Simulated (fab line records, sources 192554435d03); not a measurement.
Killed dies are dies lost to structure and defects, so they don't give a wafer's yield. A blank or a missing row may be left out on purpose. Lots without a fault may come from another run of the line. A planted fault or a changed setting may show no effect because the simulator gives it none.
Chamber matching | flow n5_finfet | N5_MOL_CONTACT_COAG_ETCH_106 on rie_diel-06: 4 sister chambers
The step etches SOC in N2/H2, target depth 80 nm, overetch 16 nm, time 120 s. 8 wafers are shown with their chamber, then 9 later ones without.

WAFERS WITH THEIR CHAMBER
wafer  | chamber | drypump_motor_current_A (A) | showerhead_plenum_p_Torr (Torr)
L085.1 | 2       | 6.3                         | 2.40
L086.3 | 2       | 6.3                         | 2.40
L086.6 | 1       | 5.5                         | 2.53
L087.3 | 1       | 5.4                         | 2.53
L087.5 | 0       | 5.8                         | 2.65
L091.2 | 3       | 5.2                         | 2.42
L091.3 | 0       | 5.8                         | 2.65
L091.6 | 3       | 5.2                         | 2.43

WAFERS WITHOUT THEIR CHAMBER
wafer  | drypump_motor_current_A (A) | showerhead_plenum_p_Torr (Torr)
L092.1 | 5.8                         | 2.65
L092.2 | 5.2                         | 2.42
L092.5 | 5.4                         | 2.52
L093.1 | 5.8                         | 2.65
L093.2 | 6.3                         | 2.72
L093.5 | 6.3                         | 2.72
L097.1 | 5.2                         | 2.42
L097.4 | 6.3                         | 2.72
L097.6 | 5.4                         | 2.52

WHICH CHAMBER EACH WENT THROUGH
wafer  | from the rows above | in truth
L092.1 | 0                   | 0
L092.2 | 3                   | 3
L092.5 | 1                   | 1
L093.1 | 0                   | 0
L093.2 | 0                   | 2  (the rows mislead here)
L093.5 | 0                   | 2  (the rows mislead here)
L097.1 | 3                   | 3
L097.4 | 0                   | 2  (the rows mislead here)
L097.6 | 1                   | 1
Placed correctly: 6 of 9. Can't be placed from these rows: 0. Placed wrongly: 3.
How it was worked out, from the rows above alone: a wafer's distance from a chamber is the root of the sum, over the readings, of the square of ((its reading less the chamber's mean) divided by the reading's scatter). The wafer belongs to the nearest chamber; if the next one is less than 2 further off, it can't be placed. A chamber's mean is the mean of its shown wafers. The scatter: the root of (the sum of the squares of (reading less its chamber's mean) over the shown wafers, divided by (wafers less chambers)).
